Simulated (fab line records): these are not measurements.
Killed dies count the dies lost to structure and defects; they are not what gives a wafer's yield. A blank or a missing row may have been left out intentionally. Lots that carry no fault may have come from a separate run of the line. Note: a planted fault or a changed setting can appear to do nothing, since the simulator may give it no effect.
Split-lot study | flow n5_finfet | on a route of 1938 steps: 7 lots, 39 wafers read

== THE SPLIT ITSELF ==
At N5_BEOL_M8_ETCH_66 (etches SOC in N2/H2, target depth 80 nm, overetch 16 nm, time 120 s), the setting target_depth_a was moved away from the recipe's 800 angstrom on 18 of the 39 wafers read, by -50.4% to +54.4%. All remaining wafers had this setting at the recipe value.

Reading taken at the split's own step.

== THE READING ==
SiARC_of_BEOL_M8_COAT_64.thk_nm (the simulator's own value, which no gauge read), in nm, at N5_BEOL_M8_ETCH_66 (etches SOC in N2/H2, target depth 80 nm, overetch 16 nm, time 120 s). No usual value for it is given in the file. The 21 wafers here that ran the recipe average 6.5 nm, standard deviation 0.32 nm.

wafer  | tool, chamber at the split | target_depth_a as run, angstrom | against the recipe | SiARC_of_BEOL_M8_COAT_64.thk_nm, nm | against lot-mates on the recipe
L080.1 | rie_diel-05, 2,0           | 1141                            | +42.6%             | 4.4                                 | -2.4
L080.4 | rie_diel-05, 2,0           | 1141                            | +42.6%             | 4.4                                 | -2.4
L080.2 | rie_diel-05, 3             | 1141                            | +42.6%             | 4.6                                 | -2.2
L080.3 | rie_diel-05, 1             | 800                             | recipe             | 7                                   | -
L080.5 | rie_diel-05, 1             | 800                             | recipe             | 7                                   | -
L080.6 | rie_diel-05, 2             | 800                             | recipe             | 6.4                                 | -
L083.1 | rie_diel-03, 0             | 800                             | recipe             | 6.4                                 | -
L083.2 | rie_diel-03, 3             | 643.2                           | -19.6%             | 7                                   | +0.7
L083.3 | rie_diel-03, 1             | 800                             | recipe             | 6.6                                 | -
L083.4 | rie_diel-03, 2,0           | 643.2                           | -19.6%             | 7.2                                 | +0.9
L083.6 | rie_diel-03, 2,0           | 643.2                           | -19.6%             | 7.2                                 | +0.9
L083.5 | rie_diel-03, 3             | 800                             | recipe             | 6                                   | -
L089.1 | rie_diel-05, 1             | 800                             | recipe             | 7                                   | -
L089.2 | rie_diel-05, 2             | 800                             | recipe             | 6.4                                 | -
L089.3 | rie_diel-05, 3             | 800                             | recipe             | 6.6                                 | -
L089.4 | rie_diel-05, 0             | 1060                            | +32.5%             | 5                                   | -1.7
L089.5 | rie_diel-05, 0             | 1060                            | +32.5%             | 5                                   | -1.7
L089.6 | rie_diel-05, 1             | 1060                            | +32.5%             | 5.6                                 | -1.1
L090.1 | rie_diel-05, 0             | 1235                            | +54.4%             | 4                                   | -2.5
L090.2 | rie_diel-05, 3,0           | 800                             | recipe             | 6.6                                 | -
L090.5 | rie_diel-05, 3,0           | 800                             | recipe             | 6.6                                 | -
L090.3 | rie_diel-05, 2             | 800                             | recipe             | 6.4                                 | -
L090.4 | rie_diel-05, 1             | 1235                            | +54.4%             | 4.8                                 | -1.7
L090.6 | rie_diel-05, 1             | 1235                            | +54.4%             | 4.8                                 | -1.7
L092.3 | rie_diel-05, 2,0,0         | 800                             | recipe             | 6.4                                 | -
L092.4 | rie_diel-05, 2,0,0         | 800                             | recipe             | 6.4                                 | -
L092.5 | rie_diel-05, 2,0,0         | 800                             | recipe             | 6.4                                 | -
L094.1 | rie_diel-04, 2,3,2         | 396.5                           | -50.4%             | 8.8                                 | +2.5
L094.3 | rie_diel-04, 2,3,2         | 396.5                           | -50.4%             | 8.8                                 | +2.5
L094.5 | rie_diel-04, 2,3,2         | 396.5                           | -50.4%             | 8.8                                 | +2.5
L094.2 | rie_diel-04, 1             | 800                             | recipe             | 6                                   | -
L094.4 | rie_diel-04, 0             | 800                             | recipe             | 6.4                                 | -
L094.6 | rie_diel-04, 3             | 800                             | recipe             | 6.6                                 | -
L097.1 | rie_diel-03, 2             | 1107                            | +38.4%             | 4.4                                 | -1.8
L097.2 | rie_diel-03, 0             | 800                             | recipe             | 6.4                                 | -
L097.3 | rie_diel-03, 3             | 800                             | recipe             | 5.6                                 | -
L097.4 | rie_diel-03, 1             | 1107                            | +38.4%             | 4.8                                 | -1.4
L097.5 | rie_diel-03, 0             | 1107                            | +38.4%             | 4.6                                 | -1.6
L097.6 | rie_diel-03, 1             | 800                             | recipe             | 6.6                                 | -
Where a row lists several chambers, the file gives one row for several wafers and doesn't say which wafer went through which chamber.

FIT RESULTS
A straight line over all 39 wafers: SiARC_of_BEOL_M8_COAT_64.thk_nm changes by -0.0425 nm for each +1% of target_depth_a; r = -0.96; the points scatter about the line by 0.33 nm.
The same after taking each lot's own level away (the mean of its wafers on the recipe; 39 wafers): -0.0449 nm for each +1%; r = -0.97; scatter 0.31 nm.
According to that fit, moving target_depth_a by its largest amount changes the reading by 2.4 nm.
The span of the lots' own levels, 6.20 to 6.80 nm, comes to 1.9 times the standard deviation stated above.
So the lot-to-lot level changes the slope little: the two slopes agree.
Check: with one of the wafers moved furthest among these (+54.4%) left out of the fit, the line predicts -2.41 nm for it against its lot-mates. Against them it came out at -2.53 nm.

== OTHER SPLITS ON THESE WAFERS ==
Other splits were also applied to these wafers ahead of the reading. Each is held against what the fit with the lots' levels taken away leaves over:
other split on the same wafers                 | wafers away from the commonest value | r with SiARC_of_BEOL_M8_COAT_64.thk_nm (lot level and that fit taken away)
N5_ZERO_LAYER_DEVELOP_10 develop_time_s        | 12                                   | -0.07
N5_PMOS_HMC_CHANNEL_EPI_ETCH_38 target_depth_a | 18                                   | +0.12
N5_SDB_ALD_29 ald_cycles                       | 15                                   | +0.01
N5_MOL_CONTACT_COAG_VIA_ETCH_46 target_depth_a | 12                                   | -0.22
N5_BEOL_M1_HM_DEP_02 target_thk_a              | 9                                    | +0.17
N5_BEOL_M3_ETCH_64 time_s                      | 18                                   | +0.11
N5_BEOL_M7_DESCUM_33 time_s                    | 15                                   | -0.06

== FILE'S OWN FIT ==
SiARC_of_BEOL_M8_COAT_64.thk_nm changes by -0.0447 nm for each +1% of target_depth_a, r = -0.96.
